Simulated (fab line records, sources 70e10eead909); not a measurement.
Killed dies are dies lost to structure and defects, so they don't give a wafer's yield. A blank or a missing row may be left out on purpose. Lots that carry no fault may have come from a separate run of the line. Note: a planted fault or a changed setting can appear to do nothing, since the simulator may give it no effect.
Comparing a struck lot with a sound one || flow nand-harc || 14 out of 1302 route steps
Sound: the wafers L678.2, L678.4, L678.6. Struck: wafer L685.5. (L685.1, L685.4 of the same lot were not struck and are left out.) The cause comes at the end.
For every step that has rows: the tool of each side, followed by ch and its chambers, followed by its first start. Under that, the readings that differ: sound wafers || struck wafers || difference of the means || sigmas: that difference in standard deviations of wafers without a fault.
alike: same words and numbers on both sides, and readings whose means sit less than 2 such deviations apart. not compared: any withheld reading, any reading some wafer has no value for, any bound like >300 that may hide the same value, and any number with overlapping values for which the record gives no deviation.
Wherever a step has rows on one side only, a row that says differs or no value, or a row with sigmas, the two part there. When numbers do not overlap yet have no deviation, they are printed without sigmas and do not part them. A reading missing from all wafers of one side parts the sides only when that side holds two or more wafers.

NHARC_A_SOURCE_PLATE_THK_MEAS_09: measures by ellipsometry.
  sound: film-metro-01 at day 6 20:28; struck: film-metro-02 at day 10 00:46
  alike: thk-nm
then, 3 steps without rows for these wafers: NHARC_A_SOURCE_PLATE_PVD_04 (deposits WSi2, target thk 50 nm); NHARC_A_SOURCE_PLATE_CVD_03 (deposits poly-Si, target thk 200 nm, time 4000 s); NHARC_A_SOURCE_PLATE_ANNEAL_05 (time 1800 s).
NHARC_A_SOURCE_PLATE_THK_MEAS_06: measures by ellipsometry.
  sound: film-metro-02 at day 7 09:03; struck: film-metro-01 at day 10 13:51
  alike: thk-nm
NHARC_A_SOURCE_PLATE_INSPECT_08:
  sound: defect-inspect-02 at day 7 09:07; struck: defect-inspect-01 at day 10 13:57
  alike: raw-defect-count
next comes 1 step that has no rows for these wafers: NHARC_A_ONON_D1_DEP_00 (target thickness 1000 nm).
NHARC_A_ONON_D1_THK_MEAS_02: measures by ellipsometry.
  sound: film-metro-02 at day 7 09:41; struck: film-metro-01 at day 10 14:32
  alike: thk-nm
next comes 1 step that has no rows for these wafers: NHARC_A_ONON_D1_DEP_03 (target thickness 1000 nm).
NHARC_A_ONON_D1_THK_MEAS_05: measures by ellipsometry.
  sound: film-metro-02 at day 7 10:15; struck: film-metro-01 at day 10 15:05
{"reading": "thk-nm (nm)", "sound": "974 973 972", "struck": 994, "difference": "+21", "sigmas": "+2"}
NHARC_A_ONON_D1_DEP_06: target thk 1000 nm.
  sound on pecvd-onon-01 ch 0, day 7 10:22; struck on pecvd-onon-01 ch 0, day 10 15:09
NHARC_A_ONON_D1_THK_MEAS_08: measures by ellipsometry.
  sound: film-metro-01 at day 7 10:49; struck: film-metro-02 at day 10 15:40
{"reading": "thk-nm (nm)", "sound": "973 975 975", "struck": 318, "difference": -656, "sigmas": -60}
next comes 1 step that has no rows for these wafers: NHARC_A_ONON_D1_DEP_09 (target thickness 1000 nm).
-- break in the record here, with 17 days between the starts of the struck wafers on either side (left off in module A_ONON_D1, picked up again in module END, where the first step shown is number 1302 on the route) --
NHARC_END_SORT_01:
  here the record holds rows for the struck wafers (prober-02 ch 0, day 28 00:47) but none for the sound ones

== WHERE THEY PART ==
Earliest at NHARC_A_ONON_D1_THK_MEAS_05; latest, in this record, at NHARC_END_SORT_01.

WHY: what the simulator had put in
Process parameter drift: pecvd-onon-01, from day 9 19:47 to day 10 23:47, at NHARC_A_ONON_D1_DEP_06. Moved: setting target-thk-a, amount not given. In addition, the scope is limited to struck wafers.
